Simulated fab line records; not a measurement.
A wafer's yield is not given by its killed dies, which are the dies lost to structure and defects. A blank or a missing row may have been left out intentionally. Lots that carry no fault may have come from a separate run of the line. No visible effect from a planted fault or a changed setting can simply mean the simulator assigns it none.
3 desks, one fault | flow n5Finfet | each desk holds nothing but its own numbers, with what lay behind them at the end

## AT THE TOOL OWNER'S DESK: arfiScanner-03
The tool's own readings at N5_HKMG_FIN_EXPOSE_09 (exposes mask NWFM): means of the sampled wafers that have a number, for each lot that ran on this tool. Any lot whose mean is over 4 standard deviations away from the usual mean is out of limits and marked OUT; that distance is given in the brackets.
Columns: A = exposureDoseMJCm2 at N5_HKMG_FIN_EXPOSE_09, usual 39.22
lot  | first seen here | A
L849 | day 4 03:38     | 39.21
L851 | day 4 16:43     | 39.15
L854 | day 5 08:47     | 39.21
L860 | day 6 20:40     | 39.20
L862 | day 7 09:11     | 39.19
This desk found nothing out of limits on any of the 5 lots.

## THE DEFECT DESK
Per lot, the means of the sampled wafers with a number show what the inspections along the route counted. Any lot whose mean is over 4 standard deviations away from the usual mean is out of limits and marked OUT; that distance is given in the brackets.
Columns: A = rawDefectCount at N5_HKMG_FIN_INSPECT_61, usual 2.1; B = rawDefectCount at N5_HKMG_FIN_INSPECT_14, usual 2.0
lot  | first seen here | A   | B
L849 | day 4 00:31     | 2.7 | 3.0
L850 | day 4 07:17     | 1.0 | 2.0
L851 | day 4 13:19     | 2.7 | 1.7
L852 | day 4 21:14     | 1.7 | 2.3
L854 | day 5 05:28     | 2.7 | 1.0
L856 | day 5 18:42     | 4.3 | 1.7
L860 | day 6 17:28     | 2.7 | 2.7
L862 | day 7 05:53     | 1.3 | 1.0
L863 | day 7 15:28     | 2.0 | 2.7
L866 | day 8 06:32     | 1.7 | 2.3
L867 | day 8 13:13     | 1.0 | 2.0
L868 | day 8 17:52     | 2.0 | 1.3
L872 | day 9 17:56     | 2.0 | 3.0
L871 | day 9 18:55     | 2.0 | 2.3
This desk found nothing out of limits on any of the 14 lots.

## METROLOGY DESK
What the gauges read, lot by lot, whatever tool the lot ran on: means of the sampled wafers that have a number. Any lot whose mean is over 4 standard deviations away from the usual mean is out of limits and marked OUT; that distance is given in the brackets.
Columns: A = cdNm at N5_HKMG_FIN_CD_MEAS_12, usual 92.8 nm
lot  | first seen here | A
L849 | day 4 03:45     | 93.5
L850 | day 4 11:01     | 92.8
L851 | day 4 16:50     | 92.7
L852 | day 5 00:52     | 92.4
L854 | day 5 08:55     | 93.7
L856 | day 5 22:52     | 92.2
L860 | day 6 20:47     | 83.3 (-15) OUT
L862 | day 7 09:19     | 64.0 (-46) OUT
L863 | day 7 18:56     | 93.3
L866 | day 8 09:52     | 92.7
L867 | day 8 16:31     | 91.9
L868 | day 8 21:41     | 93.0
L872 | day 9 21:28     | 93.3
L871 | day 9 22:10     | 93.8
This desk's finding: out of limits on L860, L862; first on L860, day 6 20:47 (cdNm at N5_HKMG_FIN_CD_MEAS_12). Within limits: L849, L850, L851, L852, L854, L856, L863, L866, L867, L868, L872, L871.

## ALL TOGETHER
The metrology desk could have raised an alarm at day 6 20:47, on L860, L862.
The desk of the tool owner found nothing out of limits.
No out-of-limits result turned up at the defect desk.
Tool owner's desk: L860, L862 on record, inside its limits.
The defect desk has L860, L862 on record, within its limits.
Every lot named ran N5_HKMG_FIN_EXPOSE_09 on arfiScanner-03.

## WHAT WAS PUT IN BY THE SIMULATOR
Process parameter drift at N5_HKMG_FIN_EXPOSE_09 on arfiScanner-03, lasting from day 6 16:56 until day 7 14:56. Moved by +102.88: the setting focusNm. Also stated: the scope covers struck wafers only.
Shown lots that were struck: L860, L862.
Hours from the fault's start to each desk's first reading out of limits: the metrology desk, 4.
